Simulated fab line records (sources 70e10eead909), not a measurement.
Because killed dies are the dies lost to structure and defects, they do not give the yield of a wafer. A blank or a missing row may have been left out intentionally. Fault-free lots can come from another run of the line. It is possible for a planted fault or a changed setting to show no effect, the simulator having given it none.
Comparing a struck lot with a sound one | flow nandHarc | 17 out of 1302 route steps
Sound: the wafers L713.1, L713.4, L713.5. Struck: wafer L722.6. (L722.2, L722.4 of the same lot were not struck and are left out.) The cause comes at the end.
Per side, at each step with rows, come the tool, then ch with its chambers, and then its first start. Under that, the readings that differ: sound wafers | struck wafers | difference of the means | sigmas: that difference in standard deviations of wafers without a fault.
alike: a reading whose means differ by less than 2 such deviations, as well as words and numbers matching on both sides. not compared: withheld readings; readings where some wafer has no value; bounds like >300 that might hide an equal value; numbers whose values overlap and for which the record gives no deviation.
The two part at a step that has a row with sigmas, a row that says differs or no value, or rows on one side only. When numbers do not overlap yet have no deviation, they are printed without sigmas and do not part them. A reading missing from all wafers of one side parts the sides only when that side holds two or more wafers.

NHARC_P_M2_INSPECT_11:
  struck on defectInspect-02, day 15 21:46; sound on defectInspect-02, day 12 12:52
  alike: rawDefectCount
then, 3 steps without rows for these wafers: NHARC_P_M2_DESCUM_14 (chemistry O2, time 3 s); NHARC_P_M2_ETCH_35 (etches the open film in N2/H2, target depth 40 nm, overetch 12 nm, time 43.94 s); NHARC_P_M2_ETCH_15 (etches the open film in C4F8/Ar, target depth 182.5 nm, time 91.2 s).
NHARC_P_M2_CD_MEAS_16:
  struck on cdSem-02, day 15 22:08; sound on cdSem-01, day 12 13:13
reading   | sound             | struck | difference | sigmas
cdNm (nm) | 170.3 169.7 170.5 | 168.1  | -2.1       | -3
NHARC_P_M2_STRIP_18: strips in N2/H2.
  sound on rieDiel-08 ch 1,3, day 12 13:19; struck on rieDiel-09 ch 0, day 15 22:16
reading             | sound             | struck | difference | sigmas
oesProductAu (a.u.) | 1.001 1.018 1.004 | 0.982  | -0.026     | -3
  alike: chamberPressureMTorr, drypumpMotorCurrentA, n2FlowSccm, rfVppV, showerheadPlenumPTorr, throttleValvePct
  not compared: rfHoursCounterH
NHARC_P_M2_ETCH_28: etches the open film in CF4/N2, target depth 30 nm, time 72.99 s.
  sound: rieDiel-08 ch 0,1,2; struck: rieDiel-09 ch 1
  alike: cf4FlowSccm, chamberPressureMTorr, drypumpMotorCurrentA, n2FlowSccm, oesProductAu, rfVppV, showerheadPlenumPTorr, throttleValvePct
  not compared: rfHoursCounterH
then, 1 step without rows for these wafers: NHARC_P_M2_STRIP_19 (strips in post etch residue remover, time 600 s).
NHARC_P_M2_DEGAS_29: time 60 s.
  struck on pvdSputter-01, day 15 22:50; sound on pvdSputter-01, day 12 13:59
  alike: heaterPowerW
then, 2 steps without rows for these wafers: NHARC_P_M2_PRE_CLEAN_30 (time 30 s); NHARC_P_M2_PVD_20 (deposits TaN, target thk 5 nm, time 8.06 s).
NHARC_P_M2_PVD_21: deposits Cu, target thk 30 nm, time 20.49 s.
  sound on pvdSputter-01; struck on pvdSputter-01
  alike: throttleValvePct
NHARC_P_M2_ECD_22: material Cu, target thk 400 nm.
  sound on ecdCu-01 ch 0, day 12 14:23; struck on ecdCu-02 ch 0, day 15 23:15
  alike: bathTempC
NHARC_P_M2_ANNEAL_31: time 90 s.
  sound on rtpAnneal-02 ch 0, day 12 14:43; struck on rtpAnneal-02 ch 0, day 15 23:38
reading          | sound             | struck | difference | sigmas
wafer_temp_C_max | 225.8 225.8 226.3 | 226.7  | +0.7       | +2
NHARC_P_M2_CMP_23: polishes, t overpolish 20 s, target thk 144.3 nm.
  sound on cmp-04 ch 1,2, day 12 15:04; struck on cmp-04 ch 0, day 15 23:59
reading             | sound          | struck | difference | sigmas
timeToEndpointS (s) | 32.7 33.7 31.3 | 14.0   | -18.6      | -7
  alike: motorCurrentA
NHARC_P_M2_THK_MEAS_24: measures by xrf.
  struck on filmMetro-02, day 16 00:14; sound on filmMetro-02, day 12 15:22
  alike: thkNm
following that, these wafers have no rows for 1 step: NHARC_END_SORT_01.

== WHERE THEY PART ==
Earliest at NHARC_P_M2_CD_MEAS_16; latest, in this record, at NHARC_P_M2_CMP_23. Later steps at which nothing parts them and some readings are alike: NHARC_P_M2_THK_MEAS_24.

WHY: what the simulator had put in
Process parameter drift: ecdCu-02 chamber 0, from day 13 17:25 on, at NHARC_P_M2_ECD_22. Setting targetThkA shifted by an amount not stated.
